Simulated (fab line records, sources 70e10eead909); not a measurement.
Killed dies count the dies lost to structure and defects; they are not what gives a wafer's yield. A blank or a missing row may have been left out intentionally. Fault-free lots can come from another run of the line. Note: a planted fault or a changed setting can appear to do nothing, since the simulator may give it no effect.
Which tool was responsible? || flow nandHarc || 36 wafers from 12 lots sampled at 6 of the route's 1302 steps

== WHAT THE GAUGES SHOWED, per wafer ==
NHARC_P_ZERO_WELL_CD_MEAS_24: the cd target is 720 nm. Usual: cdNm at 719.8 nm, with a standard deviation of 1.7.
{"lot": "L634", "measured": "day 1 22:33", "on": "cdSem-01", "cdNm (nm)": "721.2 717.7 722.2", "flag": ""}
{"lot": "L636", "measured": "day 2 18:21", "on": "cdSem-01", "cdNm (nm)": "722.6 722.0 718.1", "flag": ""}
{"lot": "L643", "measured": "day 5 16:35", "on": "cdSem-01", "cdNm (nm)": "688.9 688.8 688.5", "flag": "OFF"}
{"lot": "L644", "measured": "day 6 02:32", "on": "cdSem-02", "cdNm (nm)": "721.6 720.9 720.8", "flag": ""}
{"lot": "L645", "measured": "day 6 12:35", "on": "cdSem-01", "cdNm (nm)": "690.0 690.8 690.5", "flag": "OFF"}
{"lot": "L646", "measured": "day 6 22:35", "on": "cdSem-03", "cdNm (nm)": "720.9 719.4 719.1", "flag": ""}
{"lot": "L648", "measured": "day 7 18:34", "on": "cdSem-01", "cdNm (nm)": "717.9 719.5 721.7", "flag": ""}
{"lot": "L649", "measured": "day 8 04:31", "on": "cdSem-03", "cdNm (nm)": "718.2 717.9 717.0", "flag": ""}
{"lot": "L651", "measured": "day 9 00:38", "on": "cdSem-02", "cdNm (nm)": "717.2 721.5 721.6", "flag": ""}
{"lot": "L653", "measured": "day 9 20:52", "on": "cdSem-02", "cdNm (nm)": "721.1 718.5 717.4", "flag": ""}
{"lot": "L654", "measured": "day 10 06:30", "on": "cdSem-03", "cdNm (nm)": "718.5 718.5 719.4", "flag": ""}
{"lot": "L657", "measured": "day 11 12:28", "on": "cdSem-02", "cdNm (nm)": "722.1 720.9 722.3", "flag": ""}

NHARC_P_STI_INSPECT_11. Usual: rawDefectCount at 5.9, with a standard deviation of 2.9.
{"lot": "L634", "measured": "day 2 20:48", "on": "defectInspect-02", "rawDefectCount": "8 3 3", "flag": ""}
{"lot": "L636", "measured": "day 3 17:02", "on": "defectInspect-02", "rawDefectCount": "8 9 10", "flag": ""}
{"lot": "L643", "measured": "day 6 17:35", "on": "defectInspect-02", "rawDefectCount": "3 10 7", "flag": ""}
{"lot": "L644", "measured": "day 7 02:22", "on": "defectInspect-02", "rawDefectCount": "5 8 4", "flag": ""}
{"lot": "L645", "measured": "day 7 08:53", "on": "defectInspect-02", "rawDefectCount": "8 11 10", "flag": ""}
{"lot": "L646", "measured": "day 7 18:56", "on": "defectInspect-02", "rawDefectCount": "8 5 8", "flag": ""}
{"lot": "L648", "measured": "day 8 14:49", "on": "defectInspect-01", "rawDefectCount": "3 3 5", "flag": ""}
{"lot": "L649", "measured": "day 9 00:29", "on": "defectInspect-02", "rawDefectCount": "7 2 3", "flag": ""}
{"lot": "L651", "measured": "day 9 20:22", "on": "defectInspect-02", "rawDefectCount": "1 2 7", "flag": ""}
{"lot": "L653", "measured": "day 10 18:20", "on": "defectInspect-01", "rawDefectCount": "5 6 6", "flag": ""}
{"lot": "L654", "measured": "day 11 03:25", "on": "defectInspect-02", "rawDefectCount": "6 4 1", "flag": ""}
{"lot": "L657", "measured": "day 12 10:17", "on": "defectInspect-01", "rawDefectCount": "10 9 10", "flag": ""}

NHARC_END_SORT_01. Usual: killedAtArray 55, standard deviation 17; killedAtOther 0.9, standard deviation 1.2; killedAtPeriphery 3.7, standard deviation 2.5; killedDies 59, standard deviation 18; killedOpen 3.4, standard deviation 1.9; killedShort 2.6, standard deviation 1.6.
{"lot": "L643", "measured": "day 28 19:03", "on": "prober-01", "killedAtArray": 73, "killedAtOther": 3, "killedAtPeriphery": 8, "killedDies": 84, "killedOpen": 1, "killedShort": 1, "flag": ""}

== WHAT TOOL EACH LOT RAN ON (gives the tool, then ch and the chambers of the sampled wafers, and finally the start) ==
{"lot": "L634", "NHARC_P_ZERO_WELL_EXPOSE_21": "krfScanner-01 ch 0, day 1 22:24", "NHARC_P_STI_ETCH_42": "rieDiel-03 ch 0,2, day 2 21:01", "NHARC_P_STI_CMP_21": "cmp-03 ch 1,2, day 3 16:13"}
{"lot": "L636", "NHARC_P_ZERO_WELL_EXPOSE_21": "krfScanner-01 ch 0, day 2 18:12", "NHARC_P_STI_ETCH_42": "rieDiel-09 ch 2,3, day 3 17:16", "NHARC_P_STI_CMP_21": "cmp-01 ch 1,2,3, day 4 12:32"}
{"lot": "L643", "NHARC_P_ZERO_WELL_EXPOSE_21": "krfScanner-03 ch 0, day 5 16:26", "NHARC_P_STI_ETCH_42": "rieDiel-09 ch 0,1,3, day 6 17:49", "NHARC_P_STI_CMP_21": "cmp-04 ch 1,2,3, day 7 16:07"}
{"lot": "L644", "NHARC_P_ZERO_WELL_EXPOSE_21": "krfScanner-04 ch 0, day 6 02:22", "NHARC_P_STI_ETCH_42": "rieDiel-08 ch 0,1,3, day 7 02:36", "NHARC_P_STI_CMP_21": "cmp-01 ch 0,2,3, day 7 21:04"}
{"lot": "L645", "NHARC_P_ZERO_WELL_EXPOSE_21": "krfScanner-03 ch 0, day 6 12:25", "NHARC_P_STI_ETCH_42": "rieDiel-09 ch 0,1,3, day 7 09:07", "NHARC_P_STI_CMP_21": "cmp-01 ch 0,1, day 8 03:33"}
{"lot": "L646", "NHARC_P_ZERO_WELL_EXPOSE_21": "krfScanner-04 ch 0, day 6 22:26", "NHARC_P_STI_ETCH_42": "rieDiel-08 ch 1,2,3, day 7 19:10", "NHARC_P_STI_CMP_21": "cmp-03 ch 1,2,3, day 8 13:02"}
{"lot": "L648", "NHARC_P_ZERO_WELL_EXPOSE_21": "krfScanner-04 ch 0, day 7 18:25", "NHARC_P_STI_ETCH_42": "rieDiel-03 ch 0,2,3, day 8 15:03", "NHARC_P_STI_CMP_21": "cmp-01 ch 0,2,3, day 9 17:38"}
{"lot": "L649", "NHARC_P_ZERO_WELL_EXPOSE_21": "krfScanner-04 ch 0, day 8 04:22", "NHARC_P_STI_ETCH_42": "rieDiel-03 ch 0,1, day 9 00:43", "NHARC_P_STI_CMP_21": "cmp-03 ch 0,2,3, day 9 17:35"}
{"lot": "L651", "NHARC_P_ZERO_WELL_EXPOSE_21": "krfScanner-04 ch 0, day 9 00:29", "NHARC_P_STI_ETCH_42": "rieDiel-08 ch 0,2,3, day 9 20:35", "NHARC_P_STI_CMP_21": "cmp-03 ch 1,3, day 10 16:27"}
{"lot": "L653", "NHARC_P_ZERO_WELL_EXPOSE_21": "krfScanner-01 ch 0, day 9 20:43", "NHARC_P_STI_ETCH_42": "rieDiel-08 ch 1,2,3, day 10 18:34", "NHARC_P_STI_CMP_21": "cmp-01 ch 0,2,3, day 11 12:46"}
{"lot": "L654", "NHARC_P_ZERO_WELL_EXPOSE_21": "krfScanner-01 ch 0, day 10 06:20", "NHARC_P_STI_ETCH_42": "rieDiel-09 ch 0,1,2, day 11 03:39", "NHARC_P_STI_CMP_21": "cmp-01 ch 1,2, day 12 01:27"}
{"lot": "L657", "NHARC_P_ZERO_WELL_EXPOSE_21": "krfScanner-01 ch 0, day 11 12:19", "NHARC_P_STI_ETCH_42": "rieDiel-08 ch 0,2,3, day 12 10:31", "NHARC_P_STI_CMP_21": "cmp-01 ch 0,1,3, day 13 03:44"}
- NHARC_P_ZERO_WELL_EXPOSE_21: exposes mask P NWELL, target cd 720 nm.
- NHARC_P_STI_ETCH_42: etches the open film in N2/H2, target depth 80 nm, overetch 24 nm, time 61 s.
- NHARC_P_STI_CMP_21: polishes, t overpolish 20 s, target thk 380.67 nm.

== AS READ BY THE TOOLS THEMSELVES (means over the sampled wafers that have a number; for cases with no such wafer, the mark the record gives instead) ==
NHARC_P_ZERO_WELL_EXPOSE_21. Usual: exposureDoseMJCm2 at 22.308, with a standard deviation of 0.02.
{"lot": "L634", "tool": "krfScanner-01", "exposureDoseMJCm2": 22.315, "flag": ""}
{"lot": "L636", "tool": "krfScanner-01", "exposureDoseMJCm2": 22.320, "flag": ""}
{"lot": "L643", "tool": "krfScanner-03", "exposureDoseMJCm2": 18.792, "flag": "OFF"}
{"lot": "L644", "tool": "krfScanner-04", "exposureDoseMJCm2": 22.326, "flag": ""}
{"lot": "L645", "tool": "krfScanner-03", "exposureDoseMJCm2": 18.761, "flag": "OFF"}
{"lot": "L646", "tool": "krfScanner-04", "exposureDoseMJCm2": 22.308, "flag": ""}
{"lot": "L648", "tool": "krfScanner-04", "exposureDoseMJCm2": 22.307, "flag": ""}
{"lot": "L649", "tool": "krfScanner-04", "exposureDoseMJCm2": 22.303, "flag": ""}
{"lot": "L651", "tool": "krfScanner-04", "exposureDoseMJCm2": 22.316, "flag": ""}
{"lot": "L653", "tool": "krfScanner-01", "exposureDoseMJCm2": 22.312, "flag": ""}
{"lot": "L654", "tool": "krfScanner-01", "exposureDoseMJCm2": 22.320, "flag": ""}
{"lot": "L657", "tool": "krfScanner-01", "exposureDoseMJCm2": 22.298, "flag": ""}

NHARC_P_STI_ETCH_42. Usual: drypumpMotorCurrentA 5.94 A, standard deviation 0.25; mfcArSccm 0.008 sccm, standard deviation 0.011; oesProductAu 0.995 a.u., standard deviation 0.013; rfVppV 429.1 V, standard deviation 2.1; showerheadPlenumPTorr 1.99 Torr, standard deviation 0.07; throttleValvePct 14.171 %, standard deviation 0.01.
{"lot": "L634", "tool": "rieDiel-03", "drypumpMotorCurrentA (A)": 5.87, "mfcArSccm (sccm)": 0.004, "oesProductAu (a.u.)": 1.005, "rfVppV (V)": 428.5, "showerheadPlenumPTorr (Torr)": 1.93, "throttleValvePct (%)": 14.171, "flag": ""}
{"lot": "L636", "tool": "rieDiel-09", "drypumpMotorCurrentA (A)": 6.04, "mfcArSccm (sccm)": 0.000, "oesProductAu (a.u.)": 1.003, "rfVppV (V)": 429.2, "showerheadPlenumPTorr (Torr)": 1.98, "throttleValvePct (%)": 14.174, "flag": ""}
{"lot": "L643", "tool": "rieDiel-09", "drypumpMotorCurrentA (A)": 5.91, "mfcArSccm (sccm)": 0.006, "oesProductAu (a.u.)": 1.003, "rfVppV (V)": 430.0, "showerheadPlenumPTorr (Torr)": 2.01, "throttleValvePct (%)": 14.182, "flag": ""}
{"lot": "L644", "tool": "rieDiel-08", "drypumpMotorCurrentA (A)": 5.77, "mfcArSccm (sccm)": 0.017, "oesProductAu (a.u.)": 0.998, "rfVppV (V)": 429.1, "showerheadPlenumPTorr (Torr)": 1.99, "throttleValvePct (%)": 14.160, "flag": ""}
{"lot": "L645", "tool": "rieDiel-09", "drypumpMotorCurrentA (A)": 5.90, "mfcArSccm (sccm)": 0.006, "oesProductAu (a.u.)": 0.985, "rfVppV (V)": 429.7, "showerheadPlenumPTorr (Torr)": 2.01, "throttleValvePct (%)": 14.177, "flag": ""}
{"lot": "L646", "tool": "rieDiel-08", "drypumpMotorCurrentA (A)": 5.87, "mfcArSccm (sccm)": 0.017, "oesProductAu (a.u.)": 0.990, "rfVppV (V)": 428.6, "showerheadPlenumPTorr (Torr)": 1.97, "throttleValvePct (%)": 14.164, "flag": ""}
{"lot": "L648", "tool": "rieDiel-03", "drypumpMotorCurrentA (A)": 5.95, "mfcArSccm (sccm)": 0.004, "oesProductAu (a.u.)": 0.995, "rfVppV (V)": 428.3, "showerheadPlenumPTorr (Torr)": 1.96, "throttleValvePct (%)": 14.165, "flag": ""}
{"lot": "L649", "tool": "rieDiel-03", "drypumpMotorCurrentA (A)": 6.34, "mfcArSccm (sccm)": 0.004, "oesProductAu (a.u.)": 0.997, "rfVppV (V)": 430.5, "showerheadPlenumPTorr (Torr)": 2.03, "throttleValvePct (%)": 14.164, "flag": ""}
{"lot": "L651", "tool": "rieDiel-08", "drypumpMotorCurrentA (A)": 5.89, "mfcArSccm (sccm)": 0.008, "oesProductAu (a.u.)": 0.979, "rfVppV (V)": 428.1, "showerheadPlenumPTorr (Torr)": 1.96, "throttleValvePct (%)": 14.168, "flag": ""}
{"lot": "L653", "tool": "rieDiel-08", "drypumpMotorCurrentA (A)": 5.87, "mfcArSccm (sccm)": 0.017, "oesProductAu (a.u.)": 0.982, "rfVppV (V)": 428.8, "showerheadPlenumPTorr (Torr)": 1.97, "throttleValvePct (%)": 14.174, "flag": ""}
{"lot": "L654", "tool": "rieDiel-09", "drypumpMotorCurrentA (A)": 5.91, "mfcArSccm (sccm)": 0.006, "oesProductAu (a.u.)": 0.989, "rfVppV (V)": 430.1, "showerheadPlenumPTorr (Torr)": 2.02, "throttleValvePct (%)": 14.179, "flag": ""}
{"lot": "L657", "tool": "rieDiel-08", "drypumpMotorCurrentA (A)": 5.88, "mfcArSccm (sccm)": 0.008, "oesProductAu (a.u.)": 0.990, "rfVppV (V)": 428.5, "showerheadPlenumPTorr (Torr)": 1.96, "throttleValvePct (%)": 14.160, "flag": ""}

NHARC_P_STI_CMP_21. Usual: motorCurrentA 12.0 A, standard deviation 1.2; overpolishRunS 20.000 s, standard deviation 0.0096.
{"lot": "L634", "tool": "cmp-03", "motorCurrentA (A)": 14.0, "overpolishRunS (s)": 20.001, "flag": ""}
{"lot": "L636", "tool": "cmp-01", "motorCurrentA (A)": 11.9, "overpolishRunS (s)": 20.009, "flag": ""}
{"lot": "L643", "tool": "cmp-04", "motorCurrentA (A)": 11.0, "overpolishRunS (s)": 20.001, "flag": ""}
{"lot": "L644", "tool": "cmp-01", "motorCurrentA (A)": 11.7, "overpolishRunS (s)": 20.006, "flag": ""}
{"lot": "L645", "tool": "cmp-01", "motorCurrentA (A)": 12.5, "overpolishRunS (s)": 19.995, "flag": ""}
{"lot": "L646", "tool": "cmp-03", "motorCurrentA (A)": 12.9, "overpolishRunS (s)": 20.003, "flag": ""}
{"lot": "L648", "tool": "cmp-01", "motorCurrentA (A)": 12.2, "overpolishRunS (s)": 19.994, "flag": ""}
{"lot": "L649", "tool": "cmp-03", "motorCurrentA (A)": 12.4, "overpolishRunS (s)": 19.991, "flag": ""}
{"lot": "L651", "tool": "cmp-03", "motorCurrentA (A)": 11.8, "overpolishRunS (s)": 20.009, "flag": ""}
{"lot": "L653", "tool": "cmp-01", "motorCurrentA (A)": 11.8, "overpolishRunS (s)": 20.004, "flag": ""}
{"lot": "L654", "tool": "cmp-01", "motorCurrentA (A)": 11.5, "overpolishRunS (s)": 19.997, "flag": ""}
{"lot": "L657", "tool": "cmp-01", "motorCurrentA (A)": 12.0, "overpolishRunS (s)": 19.996, "flag": ""}

== THE ANSWER, worked out from the rows above alone ==
Rule: a lot counts as off when the mean over its wafers that have a number is more than 3 standard deviations away from the usual mean. A lot without any number at a reading at which 4 lots or more have one is off too. The other lots that the step has rows for count as sound. The gauges are gone through in route order, then the tools' own readings, and for those a lot's mean is taken as printed above. At the first step where some lot is off, the reading lying furthest off is the one used; lots without a number count as furthest.
Off: L643, L645 (NHARC_P_ZERO_WELL_CD_MEAS_24, cdNm).
A tool fits if, at a process step before that reading, it ran every lot that is off, and no sound lot after the first of them. The gauges at NHARC_P_ZERO_WELL_CD_MEAS_24 aren't tried: what is off there is off at NHARC_P_ZERO_WELL_EXPOSE_21 too, on other tools, and a gauge's error can't cause that. One candidate fits, namely krfScanner-03 at NHARC_P_ZERO_WELL_EXPOSE_21. It ran no sound lot before its first lot that is off in this sample, so the start can't be narrowed down.
On the lots that are off, the tool's own readings at NHARC_P_ZERO_WELL_EXPOSE_21 differ by more than 5 times the standard deviation of the sound lots' means, which bears it out; exposureDoseMJCm2 reads 18.776 there versus 22.312 on the sound lots.

== WHAT THE SIMULATOR HAD PUT IN ==
Process parameter drift: krfScanner-03, from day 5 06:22 on, at NHARC_P_ZERO_WELL_EXPOSE_21. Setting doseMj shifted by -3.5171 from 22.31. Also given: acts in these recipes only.
Struck lots among those shown: L643, L645. This agrees with what the rule above found.
